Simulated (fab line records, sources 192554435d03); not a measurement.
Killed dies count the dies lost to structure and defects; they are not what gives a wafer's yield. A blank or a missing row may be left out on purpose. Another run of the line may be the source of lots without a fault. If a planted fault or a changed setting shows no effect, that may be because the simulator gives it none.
One fault seen from 2 desks ; flow n5_finfet ; only its own numbers are on each desk; what lay behind them is given at the end

AT THE TOOL OWNER'S DESK: pecvd-03
The tool's own readings at N5_BEOL_M9_PECVD_70 (deposits SiO2 from TEOS/O2, target thk 20 nm, time 22.7 s): means of the sampled wafers that have a number, for each lot that ran on this tool. Any lot whose mean is over 4 standard deviations away from the usual mean is out of limits and marked OUT; that distance is given in the brackets.
Columns: A = heater_power_w at N5_BEOL_M9_PECVD_70, usual 703 W; B = showerhead_plenum_p_Torr at N5_BEOL_M9_PECVD_70, usual 8.75 Torr; C = susceptor_temp_C at N5_BEOL_M9_PECVD_70, usual 400.03 C; D = throttle_valve_pct at N5_BEOL_M9_PECVD_70, usual 22.8 %
lot;first seen here;A;B;C;D
L209;day 11 06:31;652;8.82;399.87;22.1
L216;day 14 20:26;666;8.85;399.94;23.0
L222;day 16 00:49;572;8.79;376.96 (-96) OUT;22.1
L224;day 16 01:11;474;8.82;377.02 (-96) OUT;22.6
Finding of this desk: L222, L224 out of limits; the first was L222 at day 16 00:49, on susceptor_temp_C at N5_BEOL_M9_PECVD_70. L209, L216 stayed within limits.

METROLOGY DESK
Means of the sampled wafers that have a number, per lot and without regard to the tool the lot ran on: this is what the gauges read. Any lot whose mean is over 4 standard deviations away from the usual mean is out of limits and marked OUT; that distance is given in the brackets.
Columns: A = cd_nm at N5_BEOL_M9_CD_MEAS_11, usual 64.2 nm
lot;first seen here;A
L209;day 11 08:19;64.3
L210;day 12 19:17;64.0
L211;day 13 04:29;64.0
L215;day 14 05:10;63.7
L216;day 15 01:59;64.1
L222;day 16 04:37;64.4
L224;day 16 04:46;64.7
L227;day 16 04:56;64.2
L226;day 16 08:13;64.4
L225;day 17 05:07;63.6
L228;day 17 07:44;63.5
Finding of this desk: none of the 11 lots has anything out of limits.

TAKEN TOGETHER
The tool owner's desk could have raised an alarm at day 16 00:49, on L222, L224.
Metrology desk: nothing out of limits seen.
The metrology desk holds a record of L222, L224, inside its limits.
Of the lots named, all ran N5_BEOL_M9_PECVD_70 on pecvd-03.

WHAT THE SIMULATOR PUT IN
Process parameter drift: pecvd-03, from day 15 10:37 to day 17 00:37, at N5_BEOL_M9_PECVD_70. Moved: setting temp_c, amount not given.
Shown lots that were struck: L222, L224.
Delay in hours, fault start to first out-of-limits reading, by desk: the tool owner's desk at 14.
